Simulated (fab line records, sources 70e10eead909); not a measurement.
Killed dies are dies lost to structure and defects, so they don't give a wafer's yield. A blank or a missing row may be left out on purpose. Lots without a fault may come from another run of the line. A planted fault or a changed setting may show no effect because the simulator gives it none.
Problem report in the 8D (eight disciplines) form, filled by code | flow nand_harc | the parts of the form that need people (team, actions taken, sign-off) are left out

1. THE PROBLEM
killed_at_array at NHARC_END_SORT_01 reads a mean of 132 on 6 wafers of 2 lots; wafers without a fault read 53 with a standard deviation of 18. That is +4.4 standard deviations from the usual mean.
First seen on wafer L805.1, day 29 03:59, on prober-02. The record holds 6 wafers of 2 lots with a number at this step. Rule for "out", or "out of limits": more than 4 standard deviations from the usual mean. The other wafers with a number count as sound.

2. WHAT IT IS AND WHAT IT IS NOT
question                    | is                     | is not
which readings at this step | killed_at_array        | killed_at_periphery, killed_open, killed_short
which lots                  | L805, L807             | -
which wafers of those lots  | all that have a number | -
read on which gauges        | prober-02              | -
when                        | from day 29 03:59      | up to then (0 sound wafers)

3. SUSPECTS, AND WHAT RULES EACH OUT
Counting: a tool at a process step up to the reading stays a suspect if it ran every lot that is out and no sound lot after the first of them.
- the gauge at NHARC_END_SORT_01: kept. All the wafers that are out were read on prober-02, and no step on other tools shows them out.
- acl_dep-01 at NHARC_A_STAIRCASE_HM_DEP_456 (deposits aC, target thk 3100 nm): kept. It ran every lot that is out, first L805 (day 20 21:27), and no sound lot after that.
- plasma_asher-01 at NHARC_THIN_TSV_STRIP_62 (strips in N2/H2, time 20 s): kept. It ran every lot that is out, first L805 (day 28 15:29), and no sound lot after that.
- rie_metal-02 at NHARC_THIN_TSV_ETCH_59 (etches the open film in Cl2/BCl3, target depth 880 nm, time 138.1 s): kept. It ran every lot that is out, first L805 (day 28 19:05), and no sound lot after that.
- rie_metal-02 at NHARC_THIN_TSV_ETCH_36 (etches the open film in Cl2/BCl3, target depth 65 nm, time 18.571 s): kept. It ran every lot that is out, first L805 (day 28 19:19), and no sound lot after that.
Left after counting: acl_dep-01 at NHARC_A_STAIRCASE_HM_DEP_456, plasma_asher-01 at NHARC_THIN_TSV_STRIP_62, rie_metal-02 at NHARC_THIN_TSV_ETCH_59, rie_metal-02 at NHARC_THIN_TSV_ETCH_36, prober-02 at NHARC_END_SORT_01.

4. THE CAUSE (what the simulator had put in)
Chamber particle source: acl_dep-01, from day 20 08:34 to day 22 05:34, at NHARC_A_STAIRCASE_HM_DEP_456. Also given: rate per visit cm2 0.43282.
Counting left 5 suspects, and this tool is among them.

5. THE CHAIN OF EFFECTS, in route order
Each row: a reading whose mean over the struck wafers that have a number lies more than 3 standard deviations from the usual. Only readings for which the record gives a usual standard deviation are gone through. hours: the time from each lot's start at the first step in this table that gives one to its start at this step, as a median over the lots. sigmas: the change in usual standard deviations.
hours | step              | reading         | usual | on struck wafers | change | sigmas
0     | NHARC_END_SORT_01 | killed_at_array | 53    | 132              | +79    | +4.4
0     | NHARC_END_SORT_01 | killed_dies     | 58    | 135              | +77    | +4.3

6. WHAT WOULD HAVE CAUGHT IT SOONER
In this record the first reading out of limits at a measuring or inspecting step was taken at day 29 03:59, 211 hours after the fault began at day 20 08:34.
Of the tool readings at NHARC_A_STAIRCASE_HM_DEP_456 for which the record gives a usual standard deviation, none was out on any struck wafer, so an alarm limit of 4 standard deviations on them would not have fired.
All the lots that are out (2) had begun NHARC_A_STAIRCASE_HM_DEP_456 on acl_dep-01 by day 29 03:59. A hold on the tool at that time would have spared none of them.
